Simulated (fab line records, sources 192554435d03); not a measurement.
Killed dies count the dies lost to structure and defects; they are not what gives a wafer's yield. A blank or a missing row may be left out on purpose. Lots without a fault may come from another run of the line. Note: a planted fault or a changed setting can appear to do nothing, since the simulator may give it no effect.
2 desks, one fault | flow n5_finfet | numbers are kept per desk, each desk with only its own; the story behind them comes last

== THE METROLOGY DESK ==
What the gauges read, lot by lot, whatever tool the lot ran on: means of the sampled wafers that have a number. If a lot's mean is further than 4 standard deviations from the usual mean, the lot is out of limits and carries the mark OUT (the distance appears in the brackets).
Columns: A = cd_nm at N5_PASSIVATION_CD_MEAS_30, usual 4000 nm
lot  | first seen here | A
L433 | day 12 00:45    | 3997
L434 | day 12 09:28    | 3999
L436 | day 13 06:59    | 4002
L437 | day 13 09:49    | 4001
L441 | day 15 08:41    | 3960 (-12) OUT
L444 | day 15 13:56    | 3958 (-12) OUT
L448 | day 16 09:30    | 4000
L446 | day 16 14:23    | 3997
L450 | day 17 08:24    | 4002
L455 | day 18 11:31    | 3997
This desk's finding: out of limits on L441, L444; first on L441, day 15 08:41 (cd_nm at N5_PASSIVATION_CD_MEAS_30). L433, L434, L436, L437, L448, L446, L450, L455 stayed within limits.

== AT THE TOOL OWNER'S DESK: krf_scanner-01 ==
The tool's own readings at N5_PASSIVATION_EXPOSE_27 (exposes mask PAD, defocus 0 nm): means of the sampled wafers that have a number, for each lot that ran on this tool. If a lot's mean is further than 4 standard deviations from the usual mean, the lot is out of limits and carries the mark OUT (the distance appears in the brackets).
Columns: A = exposure_dose_mJ_cm2 at N5_PASSIVATION_EXPOSE_27, usual 32.30
lot  | first seen here | A
L436 | day 13 06:49    | 32.30
L437 | day 13 09:38    | 32.29
L441 | day 15 08:31    | 25.52 (-99 or more) OUT
L444 | day 15 13:45    | 25.47 (-99 or more) OUT
This desk's finding: out of limits on L441, L444; first on L441, day 15 08:31 (exposure_dose_mJ_cm2 at N5_PASSIVATION_EXPOSE_27). L436, L437 stayed within limits.

== BROUGHT TOGETHER ==
The tool owner's desk had the chance to raise an alarm at day 15 08:31 on L441, L444.
An alarm was possible from the metrology desk at day 15 08:41, on L441, L444.
N5_PASSIVATION_EXPOSE_27 was run on krf_scanner-01 by each of the lots named.

== WHAT THE SIMULATOR HAD PUT IN ==
Process parameters drifting: krf_scanner-01 at N5_PASSIVATION_EXPOSE_27, beginning at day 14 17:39. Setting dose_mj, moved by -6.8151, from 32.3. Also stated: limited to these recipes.
Struck lots among those shown: L441, L444.
Hours from the fault's start to each desk's first reading out of limits: the tool owner's desk, 15; the metrology desk, 15.
